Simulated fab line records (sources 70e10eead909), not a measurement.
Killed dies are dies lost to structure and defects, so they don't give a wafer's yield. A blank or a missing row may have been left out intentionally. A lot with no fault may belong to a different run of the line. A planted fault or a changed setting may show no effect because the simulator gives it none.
Comparing a struck lot with a sound one ; flow nandHarc ; 14 steps out of a route of 1302
Sound: these wafers, L414.1, L414.5, L414.6. Struck: wafers L427.2, L427.4, L427.6. The cause comes at the end.
At each step with rows: each side's tool, then ch and its chambers, then its first start. Under that, the readings that differ: sound wafers ; struck wafers ; difference of the means ; sigmas: that difference in standard deviations of wafers without a fault.
alike: readings with means less than 2 such deviations apart, plus words and numbers identical on both sides. not compared: withheld readings, readings lacking a value on some wafer, bounds such as >300 that could conceal the same value, and numbers that have no deviation in the record and whose values overlap.
The two part at a step that has a row with sigmas, a row that says differs or no value, or rows on one side only. When numbers do not overlap yet have no deviation, they are printed without sigmas and do not part them. A reading that every wafer of one side lacks parts them only if that side has two wafers or more.

NHARC_P_STI_OCD_MEAS_17:
  sound on ocd-02 at day 3 12:18; struck on ocd-02 at day 8 16:44
  alike: trenchDepthNm, trenchFootCdNm
then, 3 steps without rows for these wafers: NHARC_P_STI_STRIP_19 (strips in SPM, time 900 s); NHARC_P_STI_PRECLEAN_32 (cleans in SC1); NHARC_P_STI_SRD_23.
NHARC_P_STI_OCD_MEAS_43:
  sound on ocd-02 at day 3 12:49; struck on ocd-01 at day 8 17:14
  alike: trenchDepthNm, trenchFootCdNm
then, 3 steps without rows for these wafers: NHARC_P_STI_OXIDE_33 (material SiO2, target thk 10 nm, ox time 281 s); NHARC_P_STI_HDPCVD_20 (deposits SiO2); NHARC_P_STI_ANNEAL_34 (time 1800 s).
NHARC_P_STI_CMP_21: polishes, t overpolish 20 s, target thk 380.67 nm.
  sound on cmp-02 ch 2,3, day 4 08:10; struck on cmp-03 ch 1,3, day 9 17:33
  alike: motorCurrentA, overpolishRunS
then, 2 steps without rows for these wafers: NHARC_P_STI_SRD_35; NHARC_P_STI_ETCH_36 (etches SiO2 in dHF, target depth 38.8 nm).
NHARC_P_STI_STRIP_24: strips Si3N4 in H3PO4.
  sound on wetBench-03 ch 1,3,6, day 4 08:29; struck on wetBench-09 ch 3,6,7, day 9 17:53
  no value came back on the struck wafers for bathGuardTempC (C), bathHeatDutyPct (%); on the sound wafers bathGuardTempC (C) reads 158.9 160.1 159.4
then, 1 step without rows for these wafers: NHARC_P_STI_ETCH_37 (etches SiO2 in dHF, target depth 11 nm).
-- record jumps: 22 days between struck wafers' starts before vs after; left off in module P_STI, resumes in module END, first step shown is number 1302 of the route --
NHARC_END_SORT_01:
  here the record holds rows for the struck wafers (prober-02 ch 0, day 31 11:26) but none for the sound ones

WHERE THEY PART
At NHARC_P_STI_STRIP_24 first; at NHARC_END_SORT_01 last (within this record only).

WHY: what the simulator had put in
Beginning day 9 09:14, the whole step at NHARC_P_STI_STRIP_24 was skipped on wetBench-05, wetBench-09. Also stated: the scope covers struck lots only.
